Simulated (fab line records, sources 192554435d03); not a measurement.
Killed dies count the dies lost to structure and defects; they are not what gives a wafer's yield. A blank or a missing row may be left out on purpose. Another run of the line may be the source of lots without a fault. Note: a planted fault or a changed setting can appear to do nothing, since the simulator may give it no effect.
fab line records	flow n5_finfet
[record] lots = 6	wafers = 18	last_day = 17
route steps=1938 shown BEOL_M1@810 BEOL_M2@841 PASSIVATION@1936
lots that met no fault: from a run of the same line without faults
start_h: the number of hours between the record's first day and the start of the first shown wafer of the lot	wait_h: how many hours have passed since the lot's step before this one	" identical to the entry in the row above	L1.1+2: a row that stands for several wafers	- no value, or no start given	* or withheld: withheld	< > ~ a bound
route shown NAME@n: a module of which the file shows steps, and the number in the route of the first	usual: mean and standard deviation over wafers with no fault	same: alike in all rows	chamber/n: place in a boat	sites: each site's reading	_std_site: their standard deviation	_edge_site: outer sites' mean less inner sites'	radius_mm: for every site, how far away it sits from the centre of the wafer	mask NAME#n: copy n	behind: the tool/chamber that last shaped the wafer	hold: cause of the lot's hold/its duration in hours/its outcome	device: whichever transistor did not switch (one of n, p or np)	end of line: at the end of the route, the tests of the same wafers	a step given without rows: its recipe and nothing more	killed: the dies lost at the first sort to structure and to defects; this is not the yield of the wafer	map: per-die view of a wafer (x killed, . not killed, _ where there is no die)
set.NAME: setting as actually run; set.NAME@STEP: the setting as run at that earlier step	model.NAME: the simulator's own value behind a step, which no gauge read
a table for each step, a row for each wafer; lots at some steps of the route
[[steps]]
[step N5_BEOL_M1_PRE_CLEAN_45]
[recipe] gas = H2/He	time_s = 30	temp_c = 250
[step N5_BEOL_M1_ALD_84]
[recipe] material = TaN	target_thk_a = *	temp_c = 275	ald_precursor_family = PDMAT	ald_co_reactant = NH3	pressure_torr = 3	carrier_flow_sccm = 1500	pulse_time_s = 2	purge_time_s = 3	co_reactant_purge_time_s = 2	co_reactant_pulse_time_s = 3	ald_cycles = 30	precursor_vessel_temp_c = 75	precursor_vessel_pressure_torr = 26.25	precursor_vessel_carrier_sccm = 1000
[step N5_BEOL_M1_SURFACE_TREAT_85]
[recipe] gas = Ar	time_s = *	ion_energy_ev = *	ion_current_ma_cm2 = 0.5	pressure_mtorr = *	ar_flow_sccm = 30
[step N5_BEOL_M1_CVD_47]
[recipe] material = Co	target_thk_a = 30	temp_c = withheld	precursor = CCTBA/H2	pressure_torr = 30	time_s = 223.8
[step N5_BEOL_M1_SPUTTER_48]
[recipe] material = Cu	target_thk_a = 45	temp_c = -20	chamber_pressure_pa = 0.07	power_w = withheld	time_s = 8.29
[usual] throttle_valve_pct = 30.0/0.82
lot.wafer	tool	chamber	start_h	wait_h	throttle_valve_pct
L549.3	pvd_sputter-02	-	157.68	1.0	29.2
L549.4	"	-	"	"	28.6
L549.5	"	-	"	"	29.0
L554.1	pvd_sputter-03	-	188.13	0.4	30.2
L554.2	"	-	"	"	29.9
L554.3	"	-	"	"	29.9
L558.1	pvd_sputter-03	-	204.78	0.1	30.6
L558.4	"	-	"	"	29.9
L558.5	"	-	"	"	30.7
L561.1	pvd_sputter-02	-	221.80	0.2	28.8
L561.2	"	-	"	"	29.9
L561.3	"	-	"	"	31.2
L560.1	pvd_sputter-03	-	226.75	0.1	29.8
L560.2	"	-	"	"	30.3
L560.6	"	-	"	"	30.2
L564.3	pvd_sputter-01	-	250.23	0.4	30.0
L564.4	"	-	"	"	31.2
L564.5	"	-	"	"	30.0
[step N5_BEOL_M1_ANNEAL_49]
[recipe] temp_c = 400	time_s = 240	ambient = vacuum
[step N5_BEOL_M1_SPUTTER_79]
[recipe] material = Cu	target_thk_a = 45	temp_c = -20	chamber_pressure_pa = 0.07	power_w = withheld	time_s = 8.29
[step N5_BEOL_M1_ANNEAL_80]
[recipe] temp_c = 400	time_s = 240	ambient = vacuum
[step N5_BEOL_M1_SPUTTER_81]
[recipe] material = Cu	target_thk_a = 45	temp_c = -20	chamber_pressure_pa = 0.07	power_w = withheld	time_s = 8.29
[step N5_BEOL_M1_ANNEAL_82]
[recipe] temp_c = 400	time_s = 240	ambient = vacuum
[usual] heater_power_w = 823/90	susceptor_temp_C_max = 401.0/0.38
lot.wafer	tool	chamber	start_h	wait_h	heater_power_w	susceptor_temp_C_max
L549.3	pvd_sputter-02	-	158.20	0.0	778	400.7
L549.4	"	-	"	"	702	400.5
L549.5	"	-	"	"	787	401.1
L554.1	pvd_sputter-03	-	188.65	0.0	892	401.5
L554.2	"	-	"	"	853	400.9
L554.3	"	-	"	"	763	400.9
L558.1	pvd_sputter-03	-	205.30	0.0	781	401.2
L558.4	"	-	"	"	893	400.6
L558.5	"	-	"	"	805	401.3
L561.1	pvd_sputter-02	-	222.32	0.0	791	400.7
L561.2	"	-	"	"	904	401.2
L561.3	"	-	"	"	771	400.8
L560.1	pvd_sputter-03	-	227.27	0.0	795	401.0
L560.2	"	-	"	"	869	401.7
L560.6	"	-	"	"	798	400.5
L564.3	pvd_sputter-01	-	250.75	0.0	1017	401.1
L564.4	"	-	"	"	747	401.3
L564.5	"	-	"	"	992	401.0
[step N5_BEOL_M1_SPUTTER_86]
[recipe] material = Cu	target_thk_a = 45	temp_c = -20	chamber_pressure_pa = 0.07	power_w = withheld	time_s = 8.29
[step N5_BEOL_M1_ANNEAL_87]
[recipe] temp_c = 400	time_s = 240	ambient = vacuum
[step N5_BEOL_M1_SPUTTER_88]
[recipe] material = Cu	target_thk_a = 45	temp_c = -20	chamber_pressure_pa = 0.07	power_w = withheld	time_s = 8.29
[usual] throttle_valve_pct = 30.0/0.81
lot.wafer	tool	chamber	start_h	wait_h	throttle_valve_pct
L549.3	pvd_sputter-02	-	158.56	0.1	29.1
L549.4	"	-	"	"	28.4
L549.5	"	-	"	"	29.1
L554.1	pvd_sputter-03	-	189.01	0.1	30.3
L554.2	"	-	"	"	29.7
L554.3	"	-	"	"	29.9
L558.1	pvd_sputter-03	-	205.66	0.1	30.6
L558.4	"	-	"	"	29.7
L558.5	"	-	"	"	30.4
L561.1	pvd_sputter-02	-	222.68	0.1	29.2
L561.2	"	-	"	"	29.9
L561.3	"	-	"	"	31.6
L560.1	pvd_sputter-03	-	227.63	0.1	29.9
L560.2	"	-	"	"	30.2
L560.6	"	-	"	"	30.3
L564.3	pvd_sputter-01	-	251.11	0.1	30.1
L564.4	"	-	"	"	31.2
L564.5	"	-	"	"	30.0
[step N5_BEOL_M1_ANNEAL_89]
[recipe] temp_c = 400	time_s = 240	ambient = vacuum
[step N5_BEOL_M1_SPUTTER_90]
[recipe] material = Cu	target_thk_a = 45	temp_c = -20	chamber_pressure_pa = 0.07	power_w = withheld	time_s = 8.29
[usual] throttle_valve_pct = 30.0/0.79
lot.wafer	tool	chamber	start_h	wait_h	throttle_valve_pct
L549.3	pvd_sputter-02	-	158.78	0.1	28.8
L549.4	"	-	"	"	28.6
L549.5	"	-	"	"	28.8
L554.1	pvd_sputter-03	-	189.23	0.1	30.2
L554.2	"	-	"	"	29.8
L554.3	"	-	"	"	29.9
L558.1	pvd_sputter-03	-	205.88	0.1	30.6
L558.4	"	-	"	"	29.7
L558.5	"	-	"	"	30.8
L561.1	pvd_sputter-02	-	222.90	0.1	28.8
L561.2	"	-	"	"	29.8
L561.3	"	-	"	"	31.2
L560.1	pvd_sputter-03	-	227.85	0.1	29.6
L560.2	"	-	"	"	30.3
L560.6	"	-	"	"	30.5
L564.3	pvd_sputter-01	-	251.33	0.1	29.8
L564.4	"	-	"	"	31.1
L564.5	"	-	"	"	30.3
[step N5_BEOL_M1_ANNEAL_91]
[recipe] temp_c = 400	time_s = 240	ambient = vacuum
[step N5_BEOL_M1_SPUTTER_92]
[recipe] material = Cu	target_thk_a = 45	temp_c = -20	chamber_pressure_pa = 0.07	power_w = withheld	time_s = 8.29
[step N5_BEOL_M1_ANNEAL_93]
[recipe] temp_c = 400	time_s = 240	ambient = vacuum
[usual] heater_power_w = 823/90	susceptor_temp_C_max = 401.0/0.42
lot.wafer	tool	chamber	start_h	wait_h	heater_power_w	susceptor_temp_C_max
L549.3	pvd_sputter-02	-	159.08	0.0	781	400.6
L549.4	"	-	"	"	709	400.8
L549.5	"	-	"	"	765	400.9
L554.1	pvd_sputter-03	-	189.53	0.0	889	401.7
L554.2	"	-	"	"	879	400.7
L554.3	"	-	"	"	777	401.0
L558.1	pvd_sputter-03	-	206.18	0.0	801	401.1
L558.4	"	-	"	"	882	400.9
L558.5	"	-	"	"	794	401.3
L561.1	pvd_sputter-02	-	223.20	0.0	799	400.6
L561.2	"	-	"	"	904	400.9
L561.3	"	-	"	"	783	401.1
L560.1	pvd_sputter-03	-	228.15	0.0	780	400.7
L560.2	"	-	"	"	882	402.7
L560.6	"	-	"	"	816	401.3
L564.3	pvd_sputter-01	-	251.63	0.0	1013	401.0
L564.4	"	-	"	"	745	401.4
L564.5	"	-	"	"	1033	401.2
[step N5_BEOL_M1_SPUTTER_94]
[recipe] material = Cu	target_thk_a = 45	temp_c = -20	chamber_pressure_pa = 0.07	power_w = withheld	time_s = 8.29
[usual] throttle_valve_pct = 30.0/0.81
lot.wafer	tool	chamber	start_h	wait_h	throttle_valve_pct
L549.3	pvd_sputter-02	-	159.22	0.1	28.9
L549.4	"	-	"	"	28.5
L549.5	"	-	"	"	29.1
L554.1	pvd_sputter-03	-	189.67	0.1	30.5
L554.2	"	-	"	"	29.8
L554.3	"	-	"	"	29.7
L558.1	pvd_sputter-03	-	206.32	0.1	30.4
L558.4	"	-	"	"	29.7
L558.5	"	-	"	"	30.7
L561.1	pvd_sputter-02	-	223.34	0.1	29.1
L561.2	"	-	"	"	29.6
L561.3	"	-	"	"	31.5
L560.1	pvd_sputter-03	-	228.29	0.1	29.8
L560.2	"	-	"	"	30.2
L560.6	"	-	"	"	30.5
L564.3	pvd_sputter-01	-	251.77	0.1	29.9
L564.4	"	-	"	"	30.9
L564.5	"	-	"	"	30.1
[step N5_BEOL_M1_ANNEAL_95]
[recipe] temp_c = 400	time_s = 240	ambient = vacuum
[step N5_BEOL_M1_SPUTTER_96]
[recipe] material = Cu	target_thk_a = 45	temp_c = -20	chamber_pressure_pa = 0.07	power_w = withheld	time_s = 8.29
[step N5_BEOL_M1_ECD_50]
[recipe] material = Cu	target_thk_a = 3000
[step N5_BEOL_M1_ANNEAL_51]
[recipe] temp_c = 225	time_s = 90	ambient = N2
[step N5_BEOL_M1_CMP_52]
[recipe] stop_on = SiOC	t_overpolish_s = 6.8	down_force_psi = 1	platen_rpm = 50	clearing_platen_down_force_psi = 1.5	clearing_platen_rpm = 50	post_cmp_clean = cu_alkaline	target_thk_nm = 40	clearing_platen_pad_velocity_m_s = 0.99484	pad_velocity_m_s = 0.99484
[step N5_BEOL_M1_PRE_CLEAN_60]
[recipe] gas = NH3/H2	time_s = 15	temp_c = *	rf_power_w = 300
[step N5_BEOL_M1_CO_CAP_55]
[recipe] material = Co	target_thk_a = 20	temp_c = 200	precursor = CCTBA/H2	pressure_torr = 30	time_s = 102.1
[step N5_BEOL_M1_PRE_CLEAN_56]
[recipe] gas = NH3	time_s = 15	temp_c = withheld	rf_power_w = 300
[step N5_BEOL_M1_DEP_57]
[recipe] material = SiCN	target_thk_a = 80	temp_c = withheld	precursor = 3MS/NH3	pressure_torr = 3	rf_w = 202	time_s = 14
[step N5_BEOL_M1_RS_MEAS_58]
[recipe] thk_meas_gauge = four-point-probe	reads = Co_of_BEOL_M1_CO_CAP_55+Cu_of_BEOL_M1_ECD_50+Co_of_BEOL_M1_CVD_47+TaN_of_BEOL_M1_ALD_84
[usual] M1_RS = 0.66/0.04
lot.wafer	tool	chamber	start_h	wait_h	M1_RS[ohm/sq]
L549.3	film_metro-02	-	160.94	0.1	0.65
L549.4	"	-	"	"	0.62
L549.5	"	-	"	"	0.65
L554.1	film_metro-01	-	191.02	0.0	0.70
L554.2	"	-	"	"	0.74
L554.3	"	-	"	"	0.68
L558.1	film_metro-01	-	207.75	0.1	0.71
L558.4	"	-	"	"	0.60
L558.5	"	-	"	"	0.63
L561.1	film_metro-02	-	224.90	0.0	0.65
L561.2	"	-	"	"	0.60
L561.3	"	-	"	"	0.64
L560.1	film_metro-01	-	229.58	0.0	0.69
L560.2	"	-	"	"	0.60
L560.6	"	-	"	"	0.56
L564.3	film_metro-02	-	253.14	0.1	0.71
L564.4	"	-	"	"	0.62
L564.5	"	-	"	"	0.70
[step N5_BEOL_M2_ILD_DEP_00]
[recipe] material = SiOC	target_thk_a = 790	temp_c = 350	precursor = DEMS/O2	pressure_torr = 5	rf_w = 500	time_s = 15.3
[step N5_BEOL_M2_THK_MEAS_01]
[recipe] reads = SiOC_of_BEOL_M2_ILD_DEP_00
[usual] M2_ILD_THK = 78.7/1.3
lot.wafer	tool	chamber	start_h	wait_h	M2_ILD_THK[nm]
L549.3	film_metro-02	-	161.07	0.1	78.9
L549.4	"	-	"	"	81.4
L549.5	"	-	"	"	80.9
L554.1	film_metro-01	-	191.15	0.0	79.6
L554.2	"	-	"	"	79.1
L554.3	"	-	"	"	78.2
L558.1	film_metro-02	-	207.88	0.0	78.2
L558.4	"	-	"	"	78.4
L558.5	"	-	"	"	80.2
L561.1	film_metro-01	-	225.03	0.0	77.2
L561.2	"	-	"	"	78.6
L561.3	"	-	"	"	77.3
L560.1	film_metro-01	-	229.71	0.0	78.3
L560.2	"	-	"	"	78.1
L560.6	"	-	"	"	79.2
L564.3	film_metro-01	-	253.27	0.1	76.8
L564.4	"	-	"	"	80.9
L564.5	"	-	"	"	78.0
[step N5_BEOL_M2_PECVD_72]
[recipe] material = SiO2	target_thk_a = 160	temp_c = 400	precursor = TEOS/O2	pressure_torr = 5.5	rf_w = 450	teos_flow_sccm = 53.8	gas = O2	flow_sccm = 3000	time_s = 18
[step N5_BEOL_M2_HM_DEP_02]
[recipe] material = TiN	target_thk_a = 200	temp_c = 25	chamber_pressure_pa = 0.49996
[step N5_BEOL_M2_COAT_61]
[recipe] resist = SOC	temp_c = 250	time_s = 60	spin_rpm = 1500	resist_thk_nm = 60
[step N5_BEOL_M2_COAT_62]
[recipe] resist = SiARC	temp_c = 220	time_s = 60	spin_rpm = 1500	resist_thk_nm = 12
[step N5_BEOL_M2_COAT_73]
[recipe] resist = underlayer	temp_c = 205	time_s = 60	spin_rpm = 1500	resist_thk_nm = 5
[step N5_BEOL_M2_COAT_05]
[recipe] resist = CAR-EUV	spin_rpm = 1500	resist_thk_nm = 30
[step N5_BEOL_M2_EBR_07]
[recipe] solvent = PGMEA	ebr_width_mm = 1.5
[step N5_BEOL_M2_SOFTBAKE_06]
[recipe] temp_c = 110	time_s = 60	resist = CAR-EUV
[step N5_BEOL_M2_EXPOSE_08]
[recipe] mask_id = M2	na = 0.33	source_shape = dipole	sigma_inner = 0.369	sigma_outer = 0.767	polarization = unpolarized	dose_mj = 41.25
[step N5_PASSIVATION_PROBE_49]
[usual] defect_limited_yield = 91.6/1.4	killed_at_M0_to_M3 = 32/9.5	killed_at_M4_up = 13/6	killed_at_contacts = 12/5.6	killed_at_front_end = 39/11	killed_at_other = 2.8/2.3	killed_dies = 99/16	killed_open = 65/12	killed_short = 32/7.6	sort_bin_4_leakage = 0.1/0.88	sort_bin_5_function = 4.8/0.88	sort_bin_6_memory = 3.2/0.65	sort_n_pass = 1077/29	sort_yield_pct = 91.2/2.5
[same] gross_dies = 1180	killed_at_back_side = 0	sort_bin_8_speed[%] = 0
lot.wafer	tool	chamber	start_h	wait_h	defect_limited_yield[%]	killed_at_M0_to_M3	killed_at_M4_up	killed_at_contacts	killed_at_front_end	killed_at_other	killed_dies	killed_open	killed_short	sort_bin_4_leakage[%]	sort_bin_5_function[%]	sort_bin_6_memory[%]	sort_n_pass	sort_yield_pct[%]
L558.1	prober-02	-	359.60	0.0	82.0	155	9	9	33	6	212	46	22	0.1	10.3	3.7	967	81.9
L558.4	prober-02	-	359.75	0.2	80.3	163	19	15	31	5	233	66	32	0	11.6	4.6	947	80.3
L558.5	prober-02	-	359.80	0.2	80.1	155	19	14	42	5	235	78	29	0	12.2	3.8	945	80.1
L560.1	prober-02	-	398.53	0.0	85.8	119	4	6	39	0	168	46	28	0	8.2	3.1	1012	85.8
L560.2	prober-02	-	398.58	0.1	81.1	173	4	15	31	0	223	53	30	0	11.4	4.4	957	81.1
L560.6	prober-02	-	398.78	0.3	82.5	180	4	2	19	1	206	45	18	0	10.3	3.5	974	82.5
// killed by level:class
L558.1 BEOL_M1:unspecified=134 MOL_CONTACT_COAG:geometric_particle:open=8 HKMG_FIN:area_etch=7 FIN_SAQP:geometric_particle:short=5 BEOL_M2:geometric_particle:open=5 BEOL_M3:geometric_particle:open=5 STI_FIN_REVEAL:geometric_particle:short=4 DUMMY_GATE:geometric_particle:open=4
L558.4 BEOL_M1:unspecified=132 MOL_CONTACT_COAG:geometric_particle:open=11 BEOL_M2:geometric_particle:open=8 BEOL_M4:geometric_particle:open=8 BEOL_M0_SAQP:geometric_particle:short=7 STI_FIN_REVEAL:geometric_particle:open=6 DUMMY_GATE:geometric_particle:open=6 FIN_SAQP:geometric_particle:short=5
L558.5 BEOL_M1:unspecified=127 MOL_CONTACT_COAG:geometric_particle:open=14 STI_FIN_REVEAL:geometric_particle:open=11 BEOL_M5:geometric_particle:open=9 GATE_CUT:geometric_particle:short=6 BEOL_M2:geometric_particle:open=6 BEOL_M0_SAQP:geometric_particle:open=5 BEOL_M1:geometric_particle:open=5
L560.1 BEOL_M1:unspecified=87 STI_FIN_REVEAL:geometric_particle:open=8 BEOL_M3:geometric_particle:open=8 BEOL_M0_SAQP:geometric_particle:open=7 BEOL_M2:geometric_particle:open=7 HKMG_FIN:area_etch=7 FIN_SAQP:geometric_particle:short=5 GATE_CUT:geometric_particle:short=5
L560.2 BEOL_M1:unspecified=140 MOL_CONTACT_COAG:geometric_particle:open=14 BEOL_M0_SAQP:geometric_particle:short=9 FIN_SAQP:geometric_particle:short=8 BEOL_M0_SAQP:geometric_particle:open=7 STI_FIN_REVEAL:geometric_particle:open=6 BEOL_M1:geometric_particle:open=6 FIN_SAQP:geometric_particle:open=5
L560.6 BEOL_M1:unspecified=139 BEOL_M3:geometric_particle:open=10 BEOL_M1:geometric_particle:open=9 BEOL_M2:geometric_particle:open=8 BEOL_M0_SAQP:geometric_particle:short=6 STARTING-WAFER:geometric_particle:short=4 HKMG_FIN:area_etch=4 STI_FIN_REVEAL:geometric_particle:open=3
// map L558.5 (x killed, . not)
_________________............________________
______________........x.....x..._____________
___________...xx.....x.............__________
__________.........................._________
________.................x....x....xx._______
_______............xx.....x.x........x.______
______.......x.......x...............x.._____
_____...x................................____
____..xx..................x...x...x...x..x___
___...................x.....x..............__
___...x..x.....x.............x...........x.__
__.x.............x......xx..x........x...x.._
__...........x.............................._
_..............x......x.x................x..x
_....................x............x..........
_....x..x........xx.x....x...................
_.........x..................................
_.x.....x..x.x....x...xx.....................
_..............x..x....x....x..xx......x.....
_x.......xxxxxxxxxx..x......x...........x..x.
_x....xxxxxxxxxxxxx.....xx.........x.........
__....x..xxxxxxxxxxxxx......x..............._
__x...xxxxxxxxxxxxxxxx.....x.....x.........._
___....xxxxxxxxxxxxxxx.................x...__
___...xxxxxxxxxxxxxxx........x.............__
____.....xxxxxxxxxxxx....x..x.............___
_____....xxxxxxxxxxx.....x....x.x.....x..____
______...xxxxxxxxxxx.....x.............._____
_______.x.xx.xxxxxxx...................______
________....x.xxx..x.........xx.....x._______
__________x..x...x.................._________
___________....x.x......x....x.....__________
______________.......x...x......_____________
_________________...........x________________
// map L560.2 (x killed, . not)
_________________..........x.________________
______________.................._____________
___________........................__________
__________.........................._________
________...........xx.x..............._______
_______...x..x.....................x...______
______.......x.........................._____
_____...x........x..xx................x..____
____..x...........................x....x..___
___....x............x.............x....x...__
___....................x...x.............x.__
__x.......x....x...x.......x...xx.....x....._
__...........................x.......xx..x.._
_...x.xx.....................................
_..x...xx..x.................................
_..xxxxxxxxx.......x................x........
_.xxxxxxxxxxxx..................x....xx....x.
_.x..xxxxxxxxxx..x.xx..........x......x......
_.xxxxxxxxxxxxxxxx...........................
_xxxxxxxxxxxxxxxx.x..............x....xx....x
_xxxxxxxxxxxxxxxx............................
__xxxxxxxxxxxxxxxx..x......................._
__xxxxxxxxxxxxxx......................x...x._
___xxxxxxxxxxxx.x..........................__
___.x.xxx.xx.xx..xx..............x.........__
____.x.xx..x.x........................x...___
_____.x...x.x.x..........................____
______xx......x...............x....x..x._____
_______.................x...x.....x....______
________.............................._______
__________...............x....xx..x._________
___________...x........x...x...x...__________
______________............x....._____________
_________________............________________
[[key]]
[first_sign] step = N5_PASSIVATION_PROBE_49	reading = killed_at_M0_to_M3	direction = up	sigmas = 13	usual = 32	struck = 158
[effect] step = N5_PASSIVATION_PROBE_49	reading = defect_limited_yield	direction = down	sigmas = 6.9	usual = 91.6	struck = 82.0
[more_kills_born_at] N5_BEOL_M1_SPUTTER_88@pvd_sputter-03 = 759
met_at N5_BEOL_M1_SPUTTER_88
struck_wafers L558.1,L558.4,L558.5,L560.1,L560.2,L560.6
onset_between 189.01 205.66
also_fits N5_BEOL_M1_SPUTTER_48:pvd_sputter-03,N5_BEOL_M1_ANNEAL_82:pvd_sputter-03,N5_BEOL_M1_SPUTTER_90:pvd_sputter-03,N5_BEOL_M1_ANNEAL_93:pvd_sputter-03
[fault] kind = chamber_particle_source	tool = pvd_sputter-03	chamber = -	onset_h = 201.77	steps = N5_BEOL_M1_SPUTTER_88	rate_per_visit_cm2 = 1.2437	end_h = 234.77
